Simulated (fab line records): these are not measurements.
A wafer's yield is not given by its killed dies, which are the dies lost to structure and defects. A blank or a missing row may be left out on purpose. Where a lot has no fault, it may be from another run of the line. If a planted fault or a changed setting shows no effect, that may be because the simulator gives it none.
fab line records	flow n5Finfet
record lots=4	wafers=12	lastDay=16
route steps=1938 shown BEOL_M0_SAQP@652 BEOL_M4@1111 PASSIVATION@1936
lots untouched by any fault: they come from a run of this same line in which no faults occurred
startH: hours from the record's first day to the start of the lot's first wafer shown	waitH: hours from the lot's prior step to this one	" as in the row above	L1.1+2: a row that stands for several wafers	- no value present, or no start provided	* or withheld: withheld	< > ~ a bound
route shown NAME@n: names a module that has steps shown in the file, with the first one's number in the route	usual: average and standard deviation across the fault-free wafers	same: alike in all rows	chamber/n: place in a boat	sites: the reading at each site	_std_site: how widely they spread, as a standard deviation	_edge_site: mean of outer sites minus mean of inner sites	radiusMm: how far each site lies from the wafer's centre	mask NAME#n: copy n	behind: the most recent tool/chamber to have shaped the wafer	hold: cause of the lot's hold/its duration in hours/its outcome	device: names the non-switching transistor (n, p or np)	end of line: the route-end tests of the same wafers	where a step has no rows: the recipe by itself	killed: the dies lost at the first sort to structure and to defects; this is not the yield of the wafer	map: dies across one wafer; x = killed, . = not, _ = none there
set.NAME: the setting that was run; set.NAME@STEP: the one run at that earlier step	model.NAME: the simulator's own value behind a step, which no gauge read
a table for each step, a row for each wafer; lots at some steps of the route
services: when a tool's chamber went out of use (startH, in hours from the record's first day, below 0 if earlier), for how many hours, and the reason
## steps
# step N5_BEOL_M0_SAQP_DESCUM_19
# recipe chemistry=O2	timeS=7.9	sourcePowerW=50	biasPowerW=20	pressureMtorr=20	rfFrequencyHz=2.712e+07	tempC=40	resist=CAR-ArF	o2FlowSccm=225
# step N5_BEOL_M0_SAQP_ETCH_83
# recipe chemistry=CF4	target=SiARC	targetDepthA=390	maskMaterial=CAR-ArF	timeS=65	ionEnergyEv=80	pressureMtorr=40	sourceW=545	biasW=36	Ar_flow_sccm=100	cf4FlowSccm=100	ends=cleared
# step N5_BEOL_M0_SAQP_ETCH_84
# recipe chemistry=N2/H2	target=SOC	targetDepthA=1000	overetchA=200	maskMaterial=SiARC	tempC=40	timeS=150	ionEnergyEv=200	pressureMtorr=30	sourceW=840	biasW=150	n2FlowSccm=200	h2FlowSccm=200
# step N5_BEOL_M0_SAQP_STRIP_80
# recipe chemistry=N2/H2	tempC=40	n2FlowSccm=200	h2FlowSccm=200	rfFrequencyHz=6e+07
# step N5_BEOL_M0_SAQP_HM_OPEN_112
# recipe chemistry=CHF3/O2	target=SiO2	stopOn=a-Si	targetDepthA=120	overEtchFrac=1.25	maskMaterial=SOC	timeS=13.5	pressureMtorr=30	sourceW=650	biasW=170	Ar_flow_sccm=200	CHF3_flow_sccm=50	O2_flow_sccm=5	ionEnergyEv=200	ends=endPoint
# step N5_BEOL_M0_SAQP_STRIP_113
# recipe chemistry=CHF3/O2	resist=SiARC	rfFrequencyHz=6e+07
# step N5_BEOL_M0_SAQP_MANDREL_ETCH_20
# recipe targetDepthA=600	chemistry=HBr/Cl2	target=a-Si	stopOn=SiNx	btTimeS=10	maskMaterial=SOC	overEtchFrac=0.5	timeS=30	pressureMtorr=10	icpW=800	biasW=75	HBr_flow_sccm=150	Cl2_flow_sccm=80	ends=endPoint
# step N5_BEOL_M0_SAQP_STRIP_86
# recipe chemistry=N2/H2	powerW=500	tempC=40	pressureMtorr=50	rfFrequencyHz=6e+07	overashFraction=0.3	biasPowerW=28	h2Frac=0.5	n2FlowSccm=300	h2FlowSccm=300
# step N5_BEOL_M0_SAQP_STRIP_115
# recipe chemistry=postEtchResidueRemover	timeS=60	tempC=25	removerPh=withheld	removerWaterWtPct=withheld	removerFluorideWtPct=withheld
# step N5_BEOL_M0_SAQP_SRD_93
# recipe dry=ipaMarangoni	timeS=30	tempC=23	rinseLiquid=diw
# step N5_BEOL_M0_SAQP_RECESS_114
# recipe chemistry=HF/NH3	target=SiO2	targetDepthA=144	afsCycles=3	tempC=30	sublimationTempC=180	sublimationTimeS=60
# usual afsCycles=3/0	drypumpMotorCurrentA=5.41/0.13
lot.wafer	tool	chamber	startH	waitH	afsCycles	drypumpMotorCurrentA	model.SiO2_of_BEOL_M0_SAQP_HM_DEP_111.thkNm	model.SiNx_of_BEOL_M0_SAQP_PECVD_97.thkNm
L790.3	vaporEtch-02	0	118.84	0.3	3	5.48	0	15.6
L790.4	"	1	"	"	3	5.31	0	15.8
L790.6	"	0	"	"	3	5.48	0	15.8
L802.2	vaporEtch-02	1	192.14	0.0	-	-	11.6	17.6
L802.3	"	1	"	"	-	-	12	18
L802.6	"	1	"	"	-	-	12	18.6
L803.3	vaporEtch-02	1	197.11	0.1	-	-	12	17.6
L803.4	"	0	"	"	-	-	12.2	18
L803.5	"	1	"	"	-	-	12.2	18
L808.3	vaporEtch-02	1	222.58	0.1	3	5.30	0	15.8
L808.5	"	1	"	"	3	5.31	0	15.8
L808.6	"	0	"	"	3	5.51	0	15.8
# step N5_BEOL_M0_SAQP_SPACER1_ALD_98
# recipe material=SiO2	targetThkA=128	tempC=300	aldPrecursorFamily=BDEAS	aldCoReactant=O2-plasma	pulseTimeS=1	purgeTimeS=2	coReactantPurgeTimeS=2	aldCycles=138	pressureTorr=2
# step N5_BEOL_M0_SAQP_SPACER1_ETCHBACK_99
# recipe chemistry=CHF3/O2	mode=anisotropicEtchback	target=SiO2	targetDepthA=154	timeS=7.7	pressureMtorr=30	sourceW=650	biasW=170	Ar_flow_sccm=200	CHF3_flow_sccm=50	O2_flow_sccm=5	ionEnergyEv=200
# step N5_BEOL_M0_SAQP_MANDREL1_REMOVE_100
# recipe chemistry=HBr/Cl2/O2	btTimeS=10	target=a-Si	stopOn=SiNx	endpoint=OES-SiCl	overEtchFrac=0.85	icpW=600	biasW=30	HBr_flow_sccm=150	Cl2_flow_sccm=80	O2_flow_sccm=5	pressureMtorr=10
# step N5_BEOL_M0_SAQP_ETCH_101
# recipe chemistry=CH3F/O2	target=SiNx	maskMaterial=SiO2	targetDepthA=299	timeS=42.7	pressureMtorr=30	sourceW=395	biasW=73	Ar_flow_sccm=150	CH3F_flow_sccm=30	O2_flow_sccm=20	ionEnergyEv=120
# step N5_BEOL_M0_SAQP_ETCH_102
# recipe chemistry=CF4	target=SiO2	targetDepthA=40	ionEnergyEv=350	timeS=4.4	pressureMtorr=10	icpW=800	biasW=400	cf4FlowSccm=80
# step N5_BEOL_M0_SAQP_MANDREL_ETCH_103
# recipe chemistry=HBr/Cl2	target=a-Si	targetDepthA=450	btTimeS=10	stopOn=SiCN	maskMaterial=SiO2	overEtchFrac=0.8	timeS=27	pressureMtorr=10	icpW=800	biasW=75	HBr_flow_sccm=150	Cl2_flow_sccm=80	ends=endPoint
# step N5_BEOL_M0_SAQP_RECESS_104
# recipe chemistry=HF/NH3	target=SiO2	targetDepthA=180	afsCycles=3	tempC=30	sublimationTempC=180	sublimationTimeS=60
# step N5_BEOL_M0_SAQP_COAT_105
# recipe resist=SOC	tempC=250	timeS=60	spinRpm=1500	resistThkNm=100
# step N5_BEOL_M0_SAQP_ETCH_106
# recipe chemistry=N2/H2	target=SOC	targetDepthA=1500	stopOn=SiNx	ionEnergyEv=100	biasW=61	pressureMtorr=30	sourceW=850	n2FlowSccm=200	h2FlowSccm=200
# usual biasW=60.99/0.17	drypumpMotorCurrentA=5.8/0.42	oesProductAu=0.80/0.072	rfVppV=241.0/1.5	showerheadPlenumPTorr=2.55/0.095	throttleValvePct=17.75/0.19
lot.wafer	tool	chamber	startH	waitH	biasW	drypumpMotorCurrentA	oesProductAu	rfHoursCounterH	rfVppV	showerheadPlenumPTorr	throttleValvePct	model.SiNx_of_BEOL_M0_SAQP_PECVD_97.thkNm
L790.3	rieDiel-05	2	120.75	-	60.90	5.3	0.81	88	241.8	2.59	18.03	15.2
L790.4	"	0	"	"	60.98	6.0	0.66	249	242.3	2.61	18.18	15.4
L790.6	"	3	"	"	60.66	6.2	0.73	-	241.7	2.63	17.86	15.4
L802.2	rieDiel-04	2	194.00	-	60.75	5.6	0.89	17	242.6	2.70	17.31	17.2
L802.3	"	1	"	"	60.97	5.8	0.85	54	242.2	2.69	17.81	17.6
L802.6	"	2	"	"	60.79	5.6	0.89	-	242.3	2.70	17.33	18.2
L803.3	rieDiel-05	0	198.83	-	60.95	5.9	0.91	15	242.8	2.60	17.82	17.2
L803.4	"	1	"	"	61.00	6.1	0.79	115	240.7	2.45	17.81	17.6
L803.5	"	0	"	"	61.01	6.0	0.92	-	240.7	2.60	17.80	17.6
L808.3	rieDiel-01	2	224.44	-	61.00	5.1	0.79	120	240.1	2.45	17.87	15.4
L808.5	"	1	"	"	61.14	6.3	0.80	-	239.3	2.47	17.64	15.4
L808.6	"	2	"	"	60.97	5.1	0.79	-	239.5	2.45	17.87	15.4
# step N5_BEOL_M0_SAQP_ETCH_107
# recipe chemistry=CH3F/O2	target=SiNx	targetDepthA=300	maskMaterial=SOC	pressureMtorr=30	sourceW=395	biasW=73	Ar_flow_sccm=150	CH3F_flow_sccm=30	O2_flow_sccm=20	ionEnergyEv=120
# step N5_BEOL_M4_RC_MEAS_101
# usual DIBL_N=36.5/1.7	DIBL_P=36.3/2.1	IOFF_N=0.16/0.036	IOFF_P=0.21/0.037	ION_N=676/12	ION_P=462/7.6	SS_N=71.5/0.68	SS_P=73.3/0.63	VT_N=249/3.5	VT_P=-250/3.5
lot.wafer	tool	chamber	startH	waitH	DIBL_N[mV/V]	DIBL_P[mV/V]	IOFF_N[nA/um]	IOFF_P[nA/um]	ION_N[uA/um]	ION_P[uA/um]	SS_N[mV/dec]	SS_P[mV/dec]	VT_N[mV]	VT_P[mV]
L790.3	prober-02	0	179.26	0.3	36.5	37.7	0.16	0.18	678	451	71.6	73.4	252	-253
L790.4	"	0	"	"	39.6	40.6	0.20	0.22	686	463	72.3	74.4	246	-253
L790.6	"	0	"	"	38.2	39.9	0.20	0.21	687	460	72.0	74.4	248	-253
L808.3	prober-02	0	289.36	0.3	37.2	38.4	0.17	0.23	685	472	71.2	73.4	249	-250
L808.5	"	0	"	"	39.6	40.0	0.21	0.26	688	466	71.6	74.5	246	-250
L808.6	"	0	"	"	35.2	35.2	0.12	0.18	668	465	71.9	73.1	255	-251
# step N5_PASSIVATION_PROBE_49
# usual defectLimitedYield=91.4/1.5	killed_at_M0_to_M3=34/12	killed_at_M4_up=12/4.9	killedAtContacts=13/7.2	killedAtFrontEnd=39/12	killedAtOther=3.7/2.9	killedDies=101/18	killedOnRim=13/4	killedOpen=67/14	killedShort=33/7.2	sort_bin_5_function=5.1/0.97	sort_bin_6_memory=3.2/0.67	sortNPass=1079/17	sortYieldPct=91.4/1.5
# same grossDies=1180	killedAtBackSide=0	sort_bin_4_leakage[%]=0	sort_bin_8_speed[%]=0
lot.wafer	tool	chamber	startH	waitH	defectLimitedYield[%]	killed_at_M0_to_M3	killed_at_M4_up	killedAtContacts	killedAtFrontEnd	killedAtOther	killedDies	killedOnRim	killedOpen	killedShort	sort_bin_5_function[%]	sort_bin_6_memory[%]	sortNPass	sortYieldPct[%]
L790.3	prober-01	-	277.59	0.1	91.4	37	9	15	33	8	102	17	69	31	4.4	3.8	1078	91.4
L790.4	prober-01	-	277.64	0.2	90.9	52	18	8	25	4	107	10	71	36	5.8	3.0	1073	90.9
L790.6	prober-01	-	277.74	0.3	92.0	42	12	3	33	4	94	6	58	35	4.6	3.1	1086	92.0
L802.2	prober-02	-	362.37	0.1	0	1134	10	0	36	0	1180	152	42	27	97.7	1.9	0	0
L802.3	prober-02	-	362.42	0.1	0	1135	5	9	29	2	1180	152	39	19	98.0	1.7	0	0
L802.6	prober-02	-	362.57	0.3	0	1122	12	10	32	4	1180	152	69	28	96.4	3.4	0	0
L803.3	prober-01	-	373.81	0.1	0	1092	6	6	73	3	1180	152	76	40	95.1	4.6	0	0
L803.4	prober-01	-	373.86	0.2	0	1102	23	8	44	3	1180	152	75	36	95.5	4.2	0	0
L803.5	prober-01	-	373.91	0.2	0	1104	16	13	43	4	1180	152	70	44	96.0	3.6	0	0
# killed by level:class
L790.3 BEOL_M3:geometricParticle:open=14 MOL_CONTACT_COAG:geometricParticle:open=12 GATE_CUT:geometricParticle:open=9 BEOL_M0_SAQP:geometricParticle:short=9 GATE_CUT:geometricParticle:short=6 BEOL_M2:geometricParticle:open=5 PAD_METAL:geometricParticle:open=5 STARTING-WAFER:geometricParticle:open=5
L790.4 BEOL_M2:geometricParticle:open=12 BEOL_M4:geometricParticle:open=12 BEOL_M3:geometricParticle:open=10 FIN_SAQP:geometricParticle:short=8 MOL_CONTACT_COAG:geometricParticle:open=7 BEOL_M3:geometricParticle:short=7 DUMMY_GATE:geometricParticle:open=6 BEOL_M0:geometricParticle:open=5
L790.6 BEOL_M0_SAQP:geometricParticle:short=15 FIN_SAQP:geometricParticle:open=12 BEOL_M2:geometricParticle:open=7 BEOL_M0_SAQP:geometricParticle:open=5 STARTING-WAFER:geometricParticle:open=5 BEOL_M4:geometricParticle:open=5 FIN_SAQP:geometricParticle:short=4 DUMMY_GATE:geometricParticle:open=3
L802.2 BEOL_M0_SAQP:areaRecess=1111 FIN_SAQP:geometricParticle:open=7 BEOL_M0_SAQP:geometricParticle:short=7 FIN_SAQP:geometricParticle:short=6 BEOL_M3:geometricParticle:open=6 STARTING-WAFER:geometricParticle:short=5 GATE_CUT:geometricParticle:short=4 BEOL_M5:geometricParticle:open=4
L802.3 BEOL_M0_SAQP:areaRecess=1119 FIN_SAQP:geometricParticle:open=7 MOL_CONTACT_COAG:geometricParticle:open=7 STI_FIN_REVEAL:geometricParticle:open=6 BEOL_M0_SAQP:geometricParticle:short=4 GATE_CUT:geometricParticle:short=3 BEOL_M1:geometricParticle:open=3 BEOL_M3:geometricParticle:open=3
L802.6 BEOL_M0_SAQP:areaRecess=1082 BEOL_M0_SAQP:geometricParticle:open=17 BEOL_M0_SAQP:geometricParticle:short=8 BEOL_M1:geometricParticle:open=7 MOL_CONTACT_COAG:geometricParticle:open=6 STI_FIN_REVEAL:geometricParticle:open=6 FIN_SAQP:geometricParticle:open=4 GATE_CUT:geometricParticle:open=4
L803.3 BEOL_M0_SAQP:areaRecess=1064 FIN_SAQP:geometricParticle:short=25 FIN_SAQP:geometricParticle:open=19 BEOL_M2:geometricParticle:open=11 STI_FIN_REVEAL:geometricParticle:open=8 MOL_CONTACT_COAG:geometricParticle:open=6 GATE_CUT:geometricParticle:open=6 GATE_CUT:geometricParticle:short=5
L803.4 BEOL_M0_SAQP:areaRecess=1069 BEOL_M2:geometricParticle:open=16 BEOL_M4:geometricParticle:open=15 FIN_SAQP:geometricParticle:open=12 FIN_SAQP:geometricParticle:short=8 MOL_CONTACT_COAG:geometricParticle:open=7 GATE_CUT:geometricParticle:short=6 BEOL_M0_SAQP:geometricParticle:open=6
L803.5 BEOL_M0_SAQP:areaRecess=1066 BEOL_M4:geometricParticle:open=10 FIN_SAQP:geometricParticle:short=9 MOL_CONTACT_COAG:geometricParticle:open=9 FIN_SAQP:geometricParticle:open=8 BEOL_M2:geometricParticle:open=8 DUMMY_GATE:geometricParticle:open=7 BEOL_M0_SAQP:geometricParticle:open=7
# map L802.2 (x killed, . not)
_________________xxxxxxxxxxxx________________
______________xxxxxxxxxxxxxxxxxx_____________
___________xxxxxxxxxxxxxxxxxxxxxxxx__________
__________xxxxxxxxxxxxxxxxxxxxxxxxxx_________
________xxxxxxxxxxxxxxxxxxxxxxxxxxxxxx_______
_______xxxxxxxxxxxxxxxxxxxxxxxxxxxxxxxx______
______xxxxxxxxxxxxxxxxxxxxxxxxxxxxxxxxxx_____
_____xxxxxxxxxxxxxxxxxxxxxxxxxxxxxxxxxxxx____
____xxxxxxxxxxxxxxxxxxxxxxxxxxxxxxxxxxxxxx___
___xxxxxxxxxxxxxxxxxxxxxxxxxxxxxxxxxxxxxxxx__
___xxxxxxxxxxxxxxxxxxxxxxxxxxxxxxxxxxxxxxxx__
__xxxxxxxxxxxxxxxxxxxxxxxxxxxxxxxxxxxxxxxxxx_
__xxxxxxxxxxxxxxxxxxxxxxxxxxxxxxxxxxxxxxxxxx_
_xxxxxxxxxxxxxxxxxxxxxxxxxxxxxxxxxxxxxxxxxxxx
_xxxxxxxxxxxxxxxxxxxxxxxxxxxxxxxxxxxxxxxxxxxx
_xxxxxxxxxxxxxxxxxxxxxxxxxxxxxxxxxxxxxxxxxxxx
_xxxxxxxxxxxxxxxxxxxxxxxxxxxxxxxxxxxxxxxxxxxx
_xxxxxxxxxxxxxxxxxxxxxxxxxxxxxxxxxxxxxxxxxxxx
_xxxxxxxxxxxxxxxxxxxxxxxxxxxxxxxxxxxxxxxxxxxx
_xxxxxxxxxxxxxxxxxxxxxxxxxxxxxxxxxxxxxxxxxxxx
_xxxxxxxxxxxxxxxxxxxxxxxxxxxxxxxxxxxxxxxxxxxx
__xxxxxxxxxxxxxxxxxxxxxxxxxxxxxxxxxxxxxxxxxx_
__xxxxxxxxxxxxxxxxxxxxxxxxxxxxxxxxxxxxxxxxxx_
___xxxxxxxxxxxxxxxxxxxxxxxxxxxxxxxxxxxxxxxx__
___xxxxxxxxxxxxxxxxxxxxxxxxxxxxxxxxxxxxxxxx__
____xxxxxxxxxxxxxxxxxxxxxxxxxxxxxxxxxxxxxx___
_____xxxxxxxxxxxxxxxxxxxxxxxxxxxxxxxxxxxx____
______xxxxxxxxxxxxxxxxxxxxxxxxxxxxxxxxxx_____
_______xxxxxxxxxxxxxxxxxxxxxxxxxxxxxxxx______
________xxxxxxxxxxxxxxxxxxxxxxxxxxxxxx_______
__________xxxxxxxxxxxxxxxxxxxxxxxxxx_________
___________xxxxxxxxxxxxxxxxxxxxxxxx__________
______________xxxxxxxxxxxxxxxxxx_____________
_________________xxxxxxxxxxxx________________
# map L803.3 (x killed, . not)
_________________xxxxxxxxxxxx________________
______________xxxxxxxxxxxxxxxxxx_____________
___________xxxxxxxxxxxxxxxxxxxxxxxx__________
__________xxxxxxxxxxxxxxxxxxxxxxxxxx_________
________xxxxxxxxxxxxxxxxxxxxxxxxxxxxxx_______
_______xxxxxxxxxxxxxxxxxxxxxxxxxxxxxxxx______
______xxxxxxxxxxxxxxxxxxxxxxxxxxxxxxxxxx_____
_____xxxxxxxxxxxxxxxxxxxxxxxxxxxxxxxxxxxx____
____xxxxxxxxxxxxxxxxxxxxxxxxxxxxxxxxxxxxxx___
___xxxxxxxxxxxxxxxxxxxxxxxxxxxxxxxxxxxxxxxx__
___xxxxxxxxxxxxxxxxxxxxxxxxxxxxxxxxxxxxxxxx__
__xxxxxxxxxxxxxxxxxxxxxxxxxxxxxxxxxxxxxxxxxx_
__xxxxxxxxxxxxxxxxxxxxxxxxxxxxxxxxxxxxxxxxxx_
_xxxxxxxxxxxxxxxxxxxxxxxxxxxxxxxxxxxxxxxxxxxx
_xxxxxxxxxxxxxxxxxxxxxxxxxxxxxxxxxxxxxxxxxxxx
_xxxxxxxxxxxxxxxxxxxxxxxxxxxxxxxxxxxxxxxxxxxx
_xxxxxxxxxxxxxxxxxxxxxxxxxxxxxxxxxxxxxxxxxxxx
_xxxxxxxxxxxxxxxxxxxxxxxxxxxxxxxxxxxxxxxxxxxx
_xxxxxxxxxxxxxxxxxxxxxxxxxxxxxxxxxxxxxxxxxxxx
_xxxxxxxxxxxxxxxxxxxxxxxxxxxxxxxxxxxxxxxxxxxx
_xxxxxxxxxxxxxxxxxxxxxxxxxxxxxxxxxxxxxxxxxxxx
__xxxxxxxxxxxxxxxxxxxxxxxxxxxxxxxxxxxxxxxxxx_
__xxxxxxxxxxxxxxxxxxxxxxxxxxxxxxxxxxxxxxxxxx_
___xxxxxxxxxxxxxxxxxxxxxxxxxxxxxxxxxxxxxxxx__
___xxxxxxxxxxxxxxxxxxxxxxxxxxxxxxxxxxxxxxxx__
____xxxxxxxxxxxxxxxxxxxxxxxxxxxxxxxxxxxxxx___
_____xxxxxxxxxxxxxxxxxxxxxxxxxxxxxxxxxxxx____
______xxxxxxxxxxxxxxxxxxxxxxxxxxxxxxxxxx_____
_______xxxxxxxxxxxxxxxxxxxxxxxxxxxxxxxx______
________xxxxxxxxxxxxxxxxxxxxxxxxxxxxxx_______
__________xxxxxxxxxxxxxxxxxxxxxxxxxx_________
___________xxxxxxxxxxxxxxxxxxxxxxxx__________
______________xxxxxxxxxxxxxxxxxx_____________
_________________xxxxxxxxxxxx________________
## services
tool	chamber	startH	hours	kind
rieDiel-01	-	98.51	2.8	pm
rieDiel-01	3	111.79	13.2	repair
rieDiel-04	2	120.94	-	clean
rieDiel-04	2	120.94	-	consumableReplace:focusRing
rieDiel-04	2	120.94	-	consumableReplace:showerhead
rieDiel-04	2	120.94	23.6	scheduledDown
rieDiel-04	2	120.94	23.6	ventCycle
rieDiel-05	0	123.19	-	clean
rieDiel-05	0	123.19	-	consumableReplace:focusRing
rieDiel-05	0	123.19	28.3	scheduledDown
rieDiel-05	0	123.19	28.3	ventCycle
rieDiel-01	0	123.46	131.8	repair
rieDiel-05	1	126.84	5.4	repair
rieDiel-01	3	154.67	14.1	repair
rieDiel-04	3	176.15	-	clean
rieDiel-04	3	176.15	-	consumableReplace:focusRing
rieDiel-04	3	176.15	-	consumableReplace:showerhead
rieDiel-04	3	176.15	12.3	scheduledDown
rieDiel-04	3	176.15	12.3	ventCycle
rieDiel-04	0	202.29	6.5	repair
rieDiel-05	2	205.97	1.6	repair
rieDiel-05	-	216.89	0.8	repair
## key
firstSign step=N5_BEOL_M0_SAQP_RECESS_114	reading=toolRecord	direction=missing
effect step=N5_PASSIVATION_PROBE_49	reading=sort_bin_5_function	direction=up	sigmas=94	usual=5.1	struck=96.5
modelEffect step=N5_BEOL_M0_SAQP_RECESS_114	value=SiO2_of_BEOL_M0_SAQP_HM_DEP_111.thkNm	without=0	struck=12
modelEffect step=N5_BEOL_M0_SAQP_ETCH_106	value=SiNx_of_BEOL_M0_SAQP_PECVD_97.thkNm	without=15.37	struck=17.57
moreKillsBornAt N5_BEOL_M0_SAQP_RECESS_114@vaporEtch-02=6511
metAt N5_BEOL_M0_SAQP_RECESS_114
struckWafers L802.2,L802.3,L802.6,L803.3,L803.4,L803.5
laterRowsLeftOut L802.2,L802.3,L802.6,L803.3,L803.4,L803.5
onsetBetween 118.84 192.14
fault kind=skippedStepWhole	tool=vaporEtch-02	chamber=-	onsetH=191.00	steps=N5_BEOL_M0_SAQP_RECESS_114	scope=struckLotsOnly
# laterRowsLeftOut: the simulator's readings of these wafers behind a module that went badly wrong aren't trusted and aren't shown, but for the sort
